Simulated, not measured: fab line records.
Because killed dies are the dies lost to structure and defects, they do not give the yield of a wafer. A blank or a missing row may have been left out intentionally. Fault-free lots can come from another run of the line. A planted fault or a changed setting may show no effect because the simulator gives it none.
Chamber matching | flow nandHarc | 4 sister chambers for NHARC_A_CONTACT_ETCH_106 on rieDiel-08
The step etches the open film in CF4/O2, target depth 90 nm, overetch 9 nm, time 49.5 s. 4 wafers are shown with their chamber, then 10 later ones without.

WAFERS, EACH WITH ITS CHAMBER
wafer  | chamber | drypumpMotorCurrentA (A)
L083.3 | 0       | 5.9
L088.5 | 1       | 5.8
L090.1 | 3       | 6.1
L090.2 | 2       | 6.0

WAFERS WITHOUT THEIR CHAMBER
wafer  | drypumpMotorCurrentA (A)
L090.6 | 6.0
L094.2 | 6.2
L094.3 | 6.0
L094.5 | 6.0
L093.2 | 6.1
L093.3 | 5.9
L093.4 | 5.8
L097.1 | 6.0
L097.3 | 5.8
L097.4 | 6.1

WHICH CHAMBER EACH WENT THROUGH
wafer  | from the rows above | in truth
L090.6 | 2                   | 2
L094.2 | 3                   | 3
L094.3 | 2                   | 2
L094.5 | 2                   | 2
L093.2 | 3                   | 3
L093.3 | 0                   | 0
L093.4 | 1                   | 1
L097.1 | 2                   | 2
L097.3 | 1                   | 1
L097.4 | 3                   | 3
Correctly placed: 10 of 10. Can't be placed from these rows: 0. 0 placed wrongly.
How it was worked out, from the rows above alone: a wafer's distance from a chamber is the root of the sum, over the readings, of the square of ((its reading less the chamber's mean) divided by the reading's scatter). If the next closest chamber is less than 2 further off than the closest, the wafer can't be placed; otherwise it belongs to the closest. The mean given for a chamber averages the wafers shown for that chamber. The scatter: with one shown wafer a chamber, the root of the mean of the squares of how far each hidden wafer lies from its nearest shown one.
